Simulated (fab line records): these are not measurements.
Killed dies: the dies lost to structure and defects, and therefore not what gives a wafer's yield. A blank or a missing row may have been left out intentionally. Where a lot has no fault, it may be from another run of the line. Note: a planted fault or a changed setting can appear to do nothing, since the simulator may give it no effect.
fab line records	flow n5Finfet
[record] lots = 9	wafers = 27	lastDay = 18
route steps=1938 shown GATE_CUT@491 BEOL_M4@1111 PASSIVATION@1936
lots that met no fault: from a run of the same line without faults
startH: hours from the record's opening day to when the first of the lot's shown wafers began	waitH: time in hours since the lot's previous step	" unchanged from the row above	L1.1+2: a single row standing in for several wafers	- value missing, or start not given	* or withheld: withheld	< > ~ a bound
route shown NAME@n: a module of which the file shows steps, and the number in the route of the first	usual: mean/standard deviation taken from wafers without a fault	same: alike in all rows	chamber/n: place in a boat	sites: per-site readings	_std_site: the values' standard deviation	_edge_site: outer sites' mean less inner sites'	radiusMm: how far each site lies from the wafer's centre	mask NAME#n: copy n	behind: tool/chamber where the wafer was last shaped	hold: cause of the lot's hold/its duration in hours/its outcome	device: the n, p or np transistor that did not switch	end of line: at the end of the route, the tests of the same wafers	step lacking rows: just its recipe	killed: not the wafer's yield, but the dies lost to structure and defects at the first sort	map: a wafer's dies, x killed, . not, _ none there
set.NAME: setting as actually run; set.NAME@STEP: the setting as run at that earlier step	model.NAME: the simulator's own value behind a step, which no gauge read
the route's steps for a sample of lots (tables are steps, rows are wafers)
services: the hour from which a tool's chamber was out of use, counted from the record's first day as startH (under 0 if before that day), plus the number of hours and why
[[steps]]
[step N5_GATE_CUT_ETCH_28]
[recipe] chemistry = N2/H2	target = underlayer	targetDepthA = 130	maskMaterial = CAR-EUV	timeS = 10.4	ionEnergyEv = 200	pressureMtorr = 30	sourceW = 840	biasW = 150	n2FlowSccm = 200	h2FlowSccm = 200	ends = cleared
[usual] drypumpMotorCurrentA = 5.9/0.73	etchRfOnTimeS = 10.51/0.24	n2FlowSccm = 200.0/0.57	oesProductAu = 0.68/0.057	rfVppV = 523.9/2	showerheadPlenumPTorr = 2.54/0.077	throttleValvePct = 17.73/0.21
lot.wafer	tool	chamber	startH	waitH	drypumpMotorCurrentA	etchRfOnTimeS	n2FlowSccm	oesProductAu	rfHoursCounterH	rfVppV	showerheadPlenumPTorr	throttleValvePct
L852.3	rieDiel-03	1	95.56	0.0	5.3	10.45	199.9	0.76	19	526.5	2.59	17.21
L852.4	"	2	"	"	6.6	10.37	200.2	0.66	150	521.7	2.43	17.88
L852.6	"	2	"	"	6.6	10.39	200.5	0.66	-	520.8	2.43	17.89
L853.3	rieDiel-03	3	102.74	0.0	6.5	10.12	200.4	0.64	182	524.2	2.54	17.97
L853.4	"	0	"	"	6.4	10.80	201.1	0.70	67	526.0	2.58	17.68
L853.6	"	3	"	"	6.5	10.16	199.6	0.64	-	523.0	2.54	17.96
L857.2	rieDiel-01	1	125.21	0.0	4.9	10.76	200.4	0.61	182	520.5	2.41	17.90
L857.4	"	3	"	"	6.5	10.63	200.2	0.76	25	522.1	2.50	17.73
L857.6	"	0	"	"	5.6	10.31	200.4	0.70	-	525.3	2.56	17.80
L859.1	rieDiel-04	0	137.30	0.0	5.4	10.75	201.4	0.62	178	526.8	2.65	17.79
L859.4	"	3	"	"	6.8	10.49	199.8	0.73	-	522.5	2.48	17.75
L859.5	"	1	"	"	4.7	10.39	199.9	0.64	-	527.7	2.67	17.81
L858.1	rieDiel-01	3	138.28	0.0	6.4	10.51	200.1	0.75	30	523.7	2.49	17.73
L858.2	"	2	"	"	5.2	10.71	200.2	0.62	146	525.0	2.54	17.57
L858.6	"	2	"	"	5.2	10.63	199.9	0.62	-	523.3	2.55	17.58
L868.3	rieDiel-04	3	193.81	0.0	6.8	10.45	200.6	0.70	66	520.5	2.47	17.77
L868.5	"	3	"	"	6.8	10.47	201.3	0.71	-	521.3	2.47	17.77
L868.6	"	2	"	"	6.5	10.68	199.3	0.74	-	522.0	2.48	17.34
L869.2	rieDiel-04	3	199.32	0.0	6.8	10.38	199.3	0.71	67	521.3	2.47	17.77
L869.5	"	1	"	"	4.7	10.27	200.2	0.64	-	525.3	2.66	17.86
L869.6	"	0	"	"	5.4	10.66	200.2	0.61	-	525.7	2.64	17.80
L870.1	rieDiel-04	1	204.88	0.0	4.7	10.25	199.3	0.63	166	525.5	2.66	17.84
L870.4	"	3	"	"	6.8	10.50	198.9	0.70	68	521.3	2.47	17.77
L870.6	"	0	"	"	5.4	10.66	199.9	0.61	-	525.2	2.64	17.81
L872.2	rieDiel-04	3	218.80	0.0	6.8	10.38	198.8	0.70	72	521.8	2.47	17.78
L872.4	"	2	"	"	6.5	10.58	200.0	0.74	27	523.4	2.47	17.36
L872.6	"	3	"	"	6.8	10.26	199.6	0.70	-	523.5	2.47	17.78
[step N5_GATE_CUT_STRIP_41]
[recipe] chemistry = CF4	resist = SiARC	powerW = 300	biasPowerW = 75	pressureMtorr = 50	cf4FlowSccm = 150	rfFrequencyHz = 6e+07
[usual] drypumpMotorCurrentA = 5.9/0.73	oesProductAu = 0.183/0.015	powerW = 300.0/0.74	rfVppV = 271.1/1.3	showerheadPlenumPTorr = 1.79/0.044	throttleValvePct = 13.46/0.19
lot.wafer	tool	chamber	startH	waitH	drypumpMotorCurrentA	oesProductAu	powerW	rfHoursCounterH	rfVppV	showerheadPlenumPTorr	throttleValvePct
L852.3	rieDiel-03	1	95.75	0.0	5.3	0.202	299.1	19	271.5	1.83	13.05
L852.4	"	2	"	"	6.6	0.178	300.1	150	270.6	1.72	13.64
L852.6	"	2	"	"	6.6	0.181	298.7	-	270.2	1.72	13.64
L853.3	rieDiel-03	3	102.93	0.0	6.5	0.168	300.4	182	271.3	1.79	13.65
L853.4	"	0	"	"	6.4	0.194	299.1	67	273.2	1.81	13.32
L853.6	"	3	"	"	6.5	0.178	300.9	-	270.0	1.79	13.65
L857.2	rieDiel-01	1	125.41	0.0	4.9	0.163	299.5	182	269.9	1.71	13.64
L857.4	"	3	"	"	6.4	0.204	300.5	25	270.6	1.77	13.45
L857.6	"	0	"	"	5.6	0.186	300.0	-	271.1	1.83	13.68
L859.1	rieDiel-04	0	137.49	0.0	5.4	0.170	300.6	179	272.0	1.84	13.49
L859.4	"	3	"	"	6.8	0.204	299.8	-	270.4	1.77	13.47
L859.5	"	1	"	"	4.7	0.176	299.9	-	272.9	1.86	13.42
L858.1	rieDiel-01	3	138.47	0.0	6.4	0.200	300.3	30	267.9	1.77	13.45
L858.2	"	2	"	"	5.2	0.172	299.6	146	271.4	1.80	13.34
L858.6	"	2	"	"	5.2	0.172	300.7	-	269.3	1.80	13.35
L868.3	rieDiel-04	3	194.00	0.0	6.8	0.190	299.3	66	270.9	1.76	13.50
L868.5	"	3	"	"	6.8	0.195	300.9	-	270.7	1.76	13.48
L868.6	"	2	"	"	6.5	0.205	300.6	-	270.0	1.75	13.15
L869.2	rieDiel-04	3	199.51	0.0	6.7	0.190	301.4	67	271.5	1.76	13.49
L869.5	"	1	"	"	4.7	0.164	300.4	-	273.7	1.85	13.45
L869.6	"	0	"	"	5.4	0.162	300.9	-	272.3	1.84	13.55
L870.1	rieDiel-04	1	205.07	0.0	4.7	0.169	299.2	166	270.0	1.85	13.46
L870.4	"	3	"	"	6.8	0.194	298.9	69	271.2	1.76	13.50
L870.6	"	0	"	"	5.3	0.174	300.8	-	274.0	1.84	13.54
L872.2	rieDiel-04	3	218.99	0.0	6.7	0.194	299.0	73	271.6	1.76	13.51
L872.4	"	2	"	"	6.5	0.193	299.4	27	270.7	1.74	13.16
L872.6	"	3	"	"	6.7	0.187	300.8	-	270.3	1.76	13.49
[step N5_GATE_CUT_CUT_ETCH_54]
[recipe] chemistry = Cl2/BCl3	target = TiN	maskMaterial = SiO2	targetDepthA = 967	pressureMtorr = 10	icpW = 1000	biasW = 126	Cl2_flow_sccm = 53.25	bcl3FlowSccm = 21.75	Ar_flow_sccm = 25	ends = cleared
[usual] drypumpMotorCurrentA = 5.7/0.64	etchRfOnTimeS = 36.6/0.92	mfcCl2Sccm = 53.27/0.16	oesProductAu = 0.77/0.08	throttleValvePct = 22.13/0.098
lot.wafer	tool	chamber	startH	waitH	drypumpMotorCurrentA	etchRfOnTimeS	mfcCl2Sccm	oesProductAu	rfHoursCounterH	throttleValvePct
L852.3	rieMetal-03	1	96.00	0.0	5.7	37.8	53.22	0.70	-	22.14
L852.4	"	0	"	"	6.5	37.5	52.95	0.81	-	22.18
L852.6	"	1	"	"	5.7	37.7	53.59	0.70	-	22.14
L853.3	rieMetal-03	1	103.18	0.0	5.7	37.6	53.36	0.70	-	22.13
L853.4	"	0	"	"	6.4	37.9	53.06	0.80	-	22.20
L853.6	"	1	"	"	5.7	37.8	53.56	0.70	-	22.15
L857.2	rieMetal-03	0	125.63	0.0	6.5	36.8	57.54	0.80	9	22.68
L857.4	"	1	"	"	5.7	37.1	57.46	0.69	-	22.65
L857.6	"	1	"	"	5.7	36.9	57.93	0.69	-	22.62
L859.1	rieMetal-03	1	137.72	0.0	5.7	37.1	57.38	0.69	37	22.64
L859.4	"	0	"	"	6.4	37.0	57.47	0.79	-	22.70
L859.5	"	0	"	"	6.5	36.9	57.66	0.80	-	22.70
L858.1	rieMetal-03	1	138.70	0.0	5.7	36.7	57.46	0.70	38	22.64
L858.2	"	0	"	"	6.5	36.4	57.75	0.81	10	22.68
L858.6	"	0	"	"	6.5	36.5	57.83	0.80	-	22.69
L868.3	rieMetal-03	0	194.25	0.0	6.5	37.5	53.56	0.76	-	22.20
L868.5	"	0	"	"	6.4	37.4	53.12	0.77	-	22.20
L868.6	"	1	"	"	5.7	37.0	53.15	0.69	-	22.18
L869.2	rieMetal-03	1	199.73	0.0	5.7	37.0	53.10	0.68	44	22.15
L869.5	"	1	"	"	5.7	36.9	53.13	0.68	-	22.16
L869.6	"	0	"	"	6.5	37.2	53.07	0.76	-	22.21
L870.1	rieMetal-01	1	205.31	0.0	5.9	36.6	53.27	0.80	7	22.03
L870.4	"	1	"	"	5.9	36.8	53.22	0.80	-	22.04
L870.6	"	0	"	"	4.6	35.0	53.08	0.85	-	22.05
L872.2	rieMetal-03	1	219.22	0.0	5.7	37.2	53.21	0.67	46	22.16
L872.4	"	0	"	"	6.4	36.9	52.94	0.76	-	22.21
L872.6	"	0	"	"	6.4	36.9	53.50	0.76	-	22.20
[step N5_GATE_CUT_VAPOR_ETCH_48]
[recipe] chemistry = BCl3/Cl2	target = TiN	mode = isotropic
[usual] drypumpMotorCurrentA = 5.7/0.64	oesProductAu = 0.86/0.089
lot.wafer	tool	chamber	startH	waitH	drypumpMotorCurrentA	oesProductAu
L852.3	rieMetal-03	1	96.11	0.0	5.7	0.78
L852.4	"	0	"	"	6.4	0.91
L852.6	"	1	"	"	5.7	0.78
L853.3	rieMetal-03	1	103.29	0.0	5.7	0.77
L853.4	"	0	"	"	6.5	0.92
L853.6	"	1	"	"	5.7	0.77
L857.2	rieMetal-03	0	125.75	0.0	6.4	0.91
L857.4	"	1	"	"	5.7	0.77
L857.6	"	1	"	"	5.7	0.77
L859.1	rieMetal-03	1	137.84	0.0	5.7	0.77
L859.4	"	0	"	"	6.4	0.90
L859.5	"	0	"	"	6.4	0.90
L858.1	rieMetal-03	1	138.82	0.0	5.7	0.76
L858.2	"	0	"	"	6.5	0.89
L858.6	"	0	"	"	6.4	0.89
L868.3	rieMetal-03	0	194.36	0.0	6.5	0.87
L868.5	"	0	"	"	6.4	0.87
L868.6	"	1	"	"	5.7	0.75
L869.2	rieMetal-03	1	199.85	0.0	5.7	0.76
L869.5	"	1	"	"	5.7	0.76
L869.6	"	0	"	"	6.5	0.87
L870.1	rieMetal-01	1	205.43	0.0	5.9	0.92
L870.4	"	1	"	"	5.9	0.90
L870.6	"	0	"	"	4.6	0.93
L872.2	rieMetal-03	1	219.34	0.0	5.7	0.75
L872.4	"	0	"	"	6.4	0.86
L872.6	"	0	"	"	6.4	0.85
[step N5_BEOL_M4_RC_MEAS_101]
[usual] DIBL_N = 36.3/2	DIBL_P = 36.3/2.4	IOFF_N = 0.16/0.034	IOFF_P = 0.21/0.035	ION_N = 672/12	ION_P = 459/6.5	SS_N = 71.6/0.67	SS_P = 73.3/0.71	VT_N = 250/3.5	VT_P = -251/3
lot.wafer	tool	chamber	startH	waitH	DIBL_N[mV/V]	DIBL_P[mV/V]	IOFF_N[nA/um]	IOFF_P[nA/um]	ION_N[uA/um]	ION_P[uA/um]	SS_N[mV/dec]	SS_P[mV/dec]	VT_N[mV]	VT_P[mV]
L852.3	prober-02	0	175.68	0.3	32.6	31.7	0.10	0.15	651	456	70.0	72.0	259	-256
L852.4	"	0	"	"	32.3	31.6	0.10	0.15	653	453	69.8	71.8	256	-253
L852.6	"	0	"	"	32.3	31.5	0.10	0.15	664	456	70.1	72.1	257	-254
L853.3	prober-02	0	184.97	0.3	35.0	34.4	0.14	0.18	666	453	71.1	73.2	249	-254
L853.4	"	0	"	"	33.2	31.5	0.10	0.13	647	440	70.8	72.8	256	-256
L853.6	"	0	"	"	33.3	32.3	0.11	0.15	650	452	70.9	72.7	256	-253
L857.2	prober-02	0	219.97	0.2	31.6	31.6	0.11	0.16	650	451	71.4	72.7	258	-253
L857.4	"	0	"	"	33.2	33.4	0.13	0.18	660	457	70.7	72.2	252	-251
L857.6	"	0	"	"	33.5	34.0	0.14	0.20	668	458	71.6	73.1	251	-248
L859.1	prober-02	0	242.48	0.0	36.2	34.9	0.14	0.16	668	452	71.8	73.0	253	-257
L859.4	"	0	"	"	40.1	40.8	0.23	0.26	681	462	72.4	73.9	245	-251
L859.5	"	0	"	"	39.7	37.9	0.20	0.21	677	453	73.6	73.3	252	-252
L858.1	prober-02	0	253.69	0.0	36.3	35.8	0.16	0.24	670	465	72.2	72.4	252	-246
L858.2	"	0	"	"	34.7	33.7	0.13	0.20	658	463	71.6	72.2	251	-250
L858.6	"	0	"	"	33.9	32.3	0.11	0.17	627	450	72.0	72.4	259	-250
L870.1	prober-02	0	296.20	0.0	36.1	35.6	0.18	0.19	695	465	71.7	73.0	246	-253
L870.4	"	0	"	"	35.3	35.6	0.17	0.19	681	459	71.2	72.9	247	-252
L870.6	"	0	"	"	33.6	32.8	0.13	0.15	672	451	71.2	72.8	252	-256
L869.2	prober-02	0	308.36	0.2	36.9	37.5	0.17	0.21	678	459	71.0	73.6	248	-251
L869.5	"	0	"	"	34.1	33.3	0.12	0.14	659	448	70.7	72.5	255	-256
L869.6	"	0	"	"	39.1	39.4	0.21	0.23	682	458	72.3	73.4	246	-251
L872.2	prober-02	0	313.77	0.2	36.8	36.2	0.16	0.20	676	458	71.6	74.0	251	-249
L872.4	"	0	"	"	33.8	32.4	0.12	0.15	666	460	70.9	72.0	255	-256
L872.6	"	0	"	"	34.3	33.0	0.13	0.16	672	459	70.7	72.4	253	-252
L868.3	prober-02	0	319.02	0.3	37.0	38.8	0.20	0.25	682	462	71.8	74.3	247	-248
L868.5	"	0	"	"	34.8	34.8	0.15	0.19	666	454	71.2	74.1	249	-252
L868.6	"	0	"	"	38.7	38.5	0.24	0.24	676	458	72.4	74.0	244	-249
[step N5_PASSIVATION_PROBE_49]
[usual] defectLimitedYield = 91.4/1.5	killed_at_M0_to_M3 = 33/11	killed_at_M4_up = 14/5.3	killedAtContacts = 13/6.2	killedAtFrontEnd = 39/13	killedAtOther = 3.1/2.8	killedDies = 102/17	killedOnRim = 13/3.8	killedOpen = 68/13	killedShort = 32/7.8	sort_bin_4_leakage = 0.00/0.007	sort_bin_5_function = 5.1/0.95	sort_bin_6_memory = 3.2/0.7	sort_bin_8_speed = 0.02/0.16	sortNPass = 1078/18	sortYieldPct = 91.3/1.5
[same] grossDies = 1180	killedAtBackSide = 0
lot.wafer	tool	chamber	startH	waitH	defectLimitedYield[%]	killed_at_M0_to_M3	killed_at_M4_up	killedAtContacts	killedAtFrontEnd	killedAtOther	killedDies	killedOnRim	killedOpen	killedShort	sort_bin_4_leakage[%]	sort_bin_5_function[%]	sort_bin_6_memory[%]	sort_bin_8_speed[%]	sortNPass	sortYieldPct[%]
L852.3	prober-02	-	281.33	0.1	91.7	30	13	13	40	2	98	12	66	32	0	4.9	3.2	0	1082	91.7
L852.4	prober-02	-	281.38	0.2	92.4	27	18	15	28	2	90	9	62	27	0	5.4	2.0	0.08	1090	92.4
L852.6	prober-02	-	281.48	0.3	90.7	44	15	28	23	0	110	15	89	20	0	5.3	4.0	0	1070	90.7
L853.3	prober-02	-	285.12	0.1	90.8	37	31	6	34	1	109	13	83	26	0	5.6	3.6	0	1071	90.8
L853.4	prober-02	-	285.17	0.2	91.1	27	22	13	43	0	105	18	77	24	0	4.4	3.9	0.17	1073	90.9
L853.6	prober-02	-	285.27	0.3	88.4	30	37	26	44	0	137	21	96	40	0	7.0	4.2	0.08	1042	88.3
L857.2	prober-01	-	319.40	0.1	92.8	20	14	7	43	1	85	11	58	27	0	3.6	3.6	0	1095	92.8
L857.4	prober-01	-	319.50	0.2	91.8	29	11	17	39	1	97	15	69	28	0	5.2	2.6	0	1083	91.8
L857.6	prober-01	-	319.60	0.3	92.5	34	16	9	28	1	88	13	55	33	0	3.9	3.2	0	1092	92.5
L859.1	prober-02	-	342.88	0.0	91.4	51	9	5	34	2	101	18	65	36	0	5.0	3.4	0	1079	91.4
L859.4	prober-02	-	343.03	0.2	91.2	39	17	6	39	3	104	14	67	32	0.08	4.7	3.5	0	1075	91.1
L859.5	prober-02	-	343.08	0.2	91.7	45	8	11	31	3	98	11	71	26	0	4.8	3.5	0	1082	91.7
L858.1	prober-02	-	357.87	0.0	89.2	45	7	19	55	2	128	16	85	37	0	5.9	4.5	0	1052	89.2
L858.2	prober-02	-	357.92	0.1	89.2	60	8	7	53	0	128	19	95	32	0	5.7	4.8	0	1052	89.2
L858.6	prober-02	-	358.12	0.3	89.0	57	15	17	36	5	130	17	89	40	0	6.9	3.7	1.86	1028	87.1
L870.1	prober-01	-	404.50	0.0	92.5	44	9	9	26	1	89	13	65	24	0	4.4	3.0	0	1091	92.5
L870.4	prober-01	-	404.65	0.2	90.3	36	20	19	37	3	115	16	73	42	0	5.9	3.5	0	1065	90.3
L870.6	prober-01	-	404.75	0.3	95.0	20	10	12	16	1	59	6	35	24	0	2.6	2.3	0	1121	95.0
L872.2	prober-02	-	419.96	0.1	92.1	34	7	11	41	0	93	8	66	27	0	4.7	3.1	0	1087	92.1
L872.4	prober-02	-	420.06	0.2	91.8	37	18	10	32	0	97	15	70	25	0	4.6	3.3	0	1083	91.8
L872.6	prober-02	-	420.16	0.3	92.5	37	12	9	29	2	89	11	62	26	0	4.6	2.9	0	1091	92.5
L869.2	prober-02	-	422.91	0.1	90.2	56	6	6	45	3	116	16	65	41	0	4.8	3.9	0	1064	90.2
L869.5	prober-02	-	423.06	0.2	89.6	34	13	18	56	2	123	14	84	36	0	6.8	3.1	0	1057	89.6
L869.6	prober-02	-	423.11	0.3	89.0	46	13	14	55	2	130	21	76	52	0	6.4	3.9	0	1050	89.0
L868.3	prober-02	-	425.66	0.1	92.5	38	14	8	26	2	88	13	53	33	0	5.3	1.9	0	1092	92.5
L868.5	prober-02	-	425.76	0.2	89.2	56	11	15	37	9	128	20	80	47	0	5.8	4.4	0	1052	89.2
L868.6	prober-02	-	425.81	0.3	92.1	38	11	11	31	2	93	14	52	35	0	4.7	2.9	0	1087	92.1
// killed by level:class
L852.3 FIN_SAQP:geometricParticle:short=11 BEOL_M4:geometricParticle:open=10 FIN_SAQP:geometricParticle:open=9 GATE_CUT:geometricParticle:open=9 MOL_CONTACT_COAG:geometricParticle:open=8 BEOL_M2:geometricParticle:open=8 BEOL_M1:geometricParticle:open=6 MOL_CONTACT_COAG:geometricParticle:short=5
L852.4 BEOL_M4:geometricParticle:open=12 MOL_CONTACT_COAG:geometricParticle:open=12 BEOL_M2:geometricParticle:open=9 FIN_SAQP:geometricParticle:short=6 FIN_SAQP:geometricParticle:open=5 STI_FIN_REVEAL:geometricParticle:open=5 BEOL_M3:geometricParticle:open=4 BEOL_M0_SAQP:geometricParticle:open=4
L852.6 MOL_CONTACT_COAG:geometricParticle:open=25 BEOL_M2:geometricParticle:open=14 BEOL_M4:geometricParticle:open=9 BEOL_M3:geometricParticle:open=8 FIN_SAQP:geometricParticle:open=6 STI_FIN_REVEAL:geometricParticle:open=5 BEOL_M0_SAQP:geometricParticle:open=5 BEOL_M0_SAQP:geometricParticle:short=5
L853.3 BEOL_M4:geometricParticle:open=17 STI_FIN_REVEAL:geometricParticle:open=9 BEOL_M3:geometricParticle:open=9 DUMMY_GATE:geometricParticle:open=8 BEOL_M0_SAQP:geometricParticle:open=7 BEOL_M2:geometricParticle:open=6 BEOL_M1:geometricParticle:open=5 FIN_SAQP:geometricParticle:open=4
L853.4 STI_FIN_REVEAL:geometricParticle:open=11 MOL_CONTACT_COAG:geometricParticle:open=11 BEOL_M2:geometricParticle:open=10 BEOL_M3:geometricParticle:open=10 FIN_SAQP:geometricParticle:open=9 BEOL_M4:geometricParticle:open=8 FIN_SAQP:geometricParticle:short=5 DUMMY_GATE:geometricParticle:open=4
L853.6 MOL_CONTACT_COAG:geometricParticle:open=21 BEOL_M4:geometricParticle:open=13 FIN_SAQP:geometricParticle:open=12 STI_FIN_REVEAL:geometricParticle:open=11 FIN_SAQP:geometricParticle:short=9 BEOL_M3:geometricParticle:open=9 BEOL_M0_SAQP:geometricParticle:short=7 BEOL_M4:geometricParticle:short=6
L857.2 FIN_SAQP:geometricParticle:open=12 FIN_SAQP:geometricParticle:short=10 BEOL_M4:geometricParticle:open=9 STI_FIN_REVEAL:geometricParticle:open=6 BEOL_M1:geometricParticle:open=6 MOL_CONTACT_COAG:geometricParticle:open=5 STARTING-WAFER:geometricParticle:open=5 BEOL_M0_SAQP:geometricParticle:short=4
L857.4 FIN_SAQP:geometricParticle:open=15 MOL_CONTACT_COAG:geometricParticle:open=14 STI_FIN_REVEAL:geometricParticle:open=8 BEOL_M4:geometricParticle:open=8 FIN_SAQP:geometricParticle:short=6 BEOL_M0_SAQP:geometricParticle:open=6 BEOL_M0_SAQP:geometricParticle:short=6 BEOL_M1:geometricParticle:open=6
L857.6 BEOL_M0_SAQP:geometricParticle:short=14 BEOL_M0_SAQP:geometricParticle:open=10 STI_FIN_REVEAL:geometricParticle:open=8 MOL_CONTACT_COAG:geometricParticle:open=7 FIN_SAQP:geometricParticle:open=4 BEOL_M1:geometricParticle:open=4 BEOL_M2:geometricParticle:open=4 FIN_SAQP:geometricParticle:short=3
L859.1 BEOL_M3:geometricParticle:open=14 BEOL_M2:geometricParticle:open=11 BEOL_M0_SAQP:geometricParticle:open=8 FIN_SAQP:geometricParticle:open=6 BEOL_M2:geometricParticle:short=6 BEOL_M0_SAQP:geometricParticle:short=5 FIN_SAQP:geometricParticle:short=4 BEOL_M0:geometricParticle:open=4
L859.4 BEOL_M2:geometricParticle:open=20 FIN_SAQP:geometricParticle:short=9 FIN_SAQP:geometricParticle:open=7 BEOL_M3:geometricParticle:open=7 MOL_CONTACT_COAG:geometricParticle:open=6 STI_FIN_REVEAL:geometricParticle:open=5 BEOL_M4:geometricParticle:open=5 GATE_CUT:geometricParticle:open=4
L859.5 BEOL_M2:geometricParticle:open=17 MOL_CONTACT_COAG:geometricParticle:open=11 STI_FIN_REVEAL:geometricParticle:open=9 BEOL_M3:geometricParticle:open=9 BEOL_M0_SAQP:geometricParticle:open=7 FIN_SAQP:geometricParticle:short=6 BEOL_M0_SAQP:geometricParticle:short=5 STI_FIN_REVEAL:geometricParticle:short=3
L858.1 STI_FIN_REVEAL:geometricParticle:open=15 MOL_CONTACT_COAG:geometricParticle:open=14 BEOL_M0_SAQP:geometricParticle:open=12 BEOL_M3:geometricParticle:open=9 BEOL_M0_SAQP:geometricParticle:short=8 BEOL_M1:geometricParticle:open=8 FIN_SAQP:geometricParticle:short=7 DUMMY_GATE:geometricParticle:open=6
L858.2 STI_FIN_REVEAL:geometricParticle:open=29 BEOL_M1:geometricParticle:open=17 BEOL_M0_SAQP:geometricParticle:short=12 BEOL_M2:geometricParticle:open=12 BEOL_M0_SAQP:geometricParticle:open=11 STI_FIN_REVEAL:geometricParticle:short=5 MOL_CONTACT_COAG:geometricParticle:open=5 BEOL_M3:geometricParticle:open=4
L858.6 STI_FIN_REVEAL:geometricParticle:open=20 BEOL_M0_SAQP:geometricParticle:short=16 MOL_CONTACT_COAG:geometricParticle:open=13 BEOL_M4:geometricParticle:open=12 BEOL_M0_SAQP:geometricParticle:open=10 BEOL_M1:geometricParticle:open=7 BEOL_M3:geometricParticle:open=7 BEOL_M2:geometricParticle:open=6
L870.1 BEOL_M0_SAQP:geometricParticle:open=19 BEOL_M0_SAQP:geometricParticle:short=11 MOL_CONTACT_COAG:geometricParticle:open=8 FIN_SAQP:geometricParticle:open=5 DUMMY_GATE:geometricParticle:open=4 BEOL_M2:geometricParticle:open=4 BEOL_M3:geometricParticle:open=4 STARTING-WAFER:geometricParticle:open=4
L870.4 BEOL_M0_SAQP:geometricParticle:short=16 MOL_CONTACT_COAG:geometricParticle:open=15 BEOL_M0_SAQP:geometricParticle:open=13 BEOL_M4:geometricParticle:open=9 FIN_SAQP:geometricParticle:short=7 STI_FIN_REVEAL:geometricParticle:open=7 FIN_SAQP:geometricParticle:open=6 STARTING-WAFER:geometricParticle:open=5
L870.6 MOL_CONTACT_COAG:geometricParticle:open=10 BEOL_M0_SAQP:geometricParticle:open=8 BEOL_M0_SAQP:geometricParticle:short=7 BEOL_M2:geometricParticle:short=4 BEOL_M6:geometricParticle:open=4 FIN_SAQP:geometricParticle:short=3 FIN_SAQP:geometricParticle:open=3 STARTING-WAFER:geometricParticle:short=3
L872.2 FIN_SAQP:geometricParticle:open=21 BEOL_M3:geometricParticle:open=13 MOL_CONTACT_COAG:geometricParticle:open=8 FIN_SAQP:geometricParticle:short=7 BEOL_M0_SAQP:geometricParticle:open=5 BEOL_M0_SAQP:geometricParticle:short=5 BEOL_M1:geometricParticle:open=5 DUMMY_GATE:geometricParticle:open=4
L872.4 MOL_CONTACT_COAG:geometricParticle:open=10 BEOL_M0_SAQP:geometricParticle:open=10 BEOL_M1:geometricParticle:open=8 STARTING-WAFER:geometricParticle:open=8 BEOL_M0_SAQP:geometricParticle:short=6 BEOL_M4:geometricParticle:open=6 STI_FIN_REVEAL:geometricParticle:open=5 BEOL_M3:geometricParticle:open=5
L872.6 BEOL_M1:geometricParticle:open=9 BEOL_M3:geometricParticle:open=9 MOL_CONTACT_COAG:geometricParticle:open=8 BEOL_M5:geometricParticle:open=7 BEOL_M0_SAQP:geometricParticle:open=6 BEOL_M0_SAQP:geometricParticle:short=6 FIN_SAQP:geometricParticle:open=5 DUMMY_GATE:geometricParticle:short=4
L869.2 BEOL_M0_SAQP:geometricParticle:short=11 BEOL_M0_SAQP:geometricParticle:open=10 BEOL_M3:geometricParticle:open=10 STI_FIN_REVEAL:geometricParticle:open=9 FIN_SAQP:geometricParticle:open=8 BEOL_M2:geometricParticle:open=8 HKMG_FIN:areaEtch=8 FIN_SAQP:geometricParticle:short=7
L869.5 MOL_CONTACT_COAG:geometricParticle:open=15 FIN_SAQP:geometricParticle:open=12 STI_FIN_REVEAL:geometricParticle:open=12 BEOL_M0_SAQP:geometricParticle:open=9 BEOL_M0_SAQP:geometricParticle:short=9 FIN_SAQP:geometricParticle:short=6 DUMMY_GATE:geometricParticle:open=6 BEOL_M2:geometricParticle:open=5
L869.6 FIN_SAQP:geometricParticle:open=12 FIN_SAQP:geometricParticle:short=9 BEOL_M2:geometricParticle:open=9 STARTING-WAFER:geometricParticle:short=9 MOL_CONTACT_COAG:geometricParticle:open=8 BEOL_M0_SAQP:geometricParticle:open=8 BEOL_M0_SAQP:geometricParticle:short=7 BEOL_M1:geometricParticle:open=7
L868.3 BEOL_M0_SAQP:geometricParticle:open=15 BEOL_M4:geometricParticle:open=10 BEOL_M0_SAQP:geometricParticle:short=8 MOL_CONTACT_COAG:geometricParticle:open=5 FIN_SAQP:geometricParticle:short=4 BEOL_M2:geometricParticle:short=4 FIN_SAQP:geometricParticle:open=3 DUMMY_GATE:geometricParticle:short=3
L868.5 BEOL_M0_SAQP:geometricParticle:short=18 BEOL_M0_SAQP:geometricParticle:open=17 MOL_CONTACT_COAG:geometricParticle:open=13 BEOL_M4:geometricParticle:open=7 PASS1_DEP:geometricParticle:short=7 GATE_CUT:geometricParticle:open=6 BEOL_M2:geometricParticle:open=6 BEOL_M3:geometricParticle:short=6
L868.6 BEOL_M0_SAQP:geometricParticle:open=11 MOL_CONTACT_COAG:geometricParticle:open=11 BEOL_M0_SAQP:geometricParticle:short=9 BEOL_M4:geometricParticle:open=7 STARTING-WAFER:geometricParticle:short=6 BEOL_M3:geometricParticle:short=5 FIN_SAQP:geometricParticle:short=4 STI_FIN_REVEAL:geometricParticle:open=4
[[services]]
tool	chamber	startH	hours	kind
rieMetal-01	1	74.07	-	clean
rieMetal-01	1	74.07	24.8	scheduledDown
rieMetal-01	1	74.07	24.8	ventCycle
rieDiel-03	0	79.78	8.1	repair
rieMetal-01	0	96.01	12.8	repair
rieDiel-04	2	118.16	-	clean
rieDiel-04	2	118.16	-	consumableReplace:focusRing
rieDiel-04	2	118.16	20.2	scheduledDown
rieDiel-04	2	118.16	20.2	ventCycle
rieDiel-01	1	136.98	6.2	repair
rieDiel-04	3	157.82	7.7	repair
rieDiel-01	3	159.74	5.1	repair
rieDiel-04	0	164.51	10.8	repair
rieDiel-01	0	192.03	15.2	repair
rieDiel-01	3	199.51	13.7	repair
rieDiel-01	1	203.97	4.9	repair
[[key]]
[firstSign] step = N5_GATE_CUT_CUT_ETCH_54	reading = mfcCl2Sccm	direction = up	sigmas = 27	usual = 53.27	struck = 57.61
[effect] step = N5_GATE_CUT_CUT_ETCH_54	reading = throttleValvePct	direction = up	sigmas = 5.4	usual = *	struck = *
metAt N5_GATE_CUT_CUT_ETCH_54
struckLots L857,L858,L859
notActingAt N5_GATE_CUT_ETCH_28,N5_GATE_CUT_STRIP_41,N5_GATE_CUT_VAPOR_ETCH_48
onsetBetween 103.18 125.63
[fault] kind = processParameterDrift	tool = rieMetal-03	chamber = -	onsetH = 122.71	steps = N5_GATE_CUT_CUT_ETCH_54	channel = Cl2_flow_sccm	offset = 4.3441	shape = step	endH = 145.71	actsIn = theseRecipesOnly	stated = 53.25
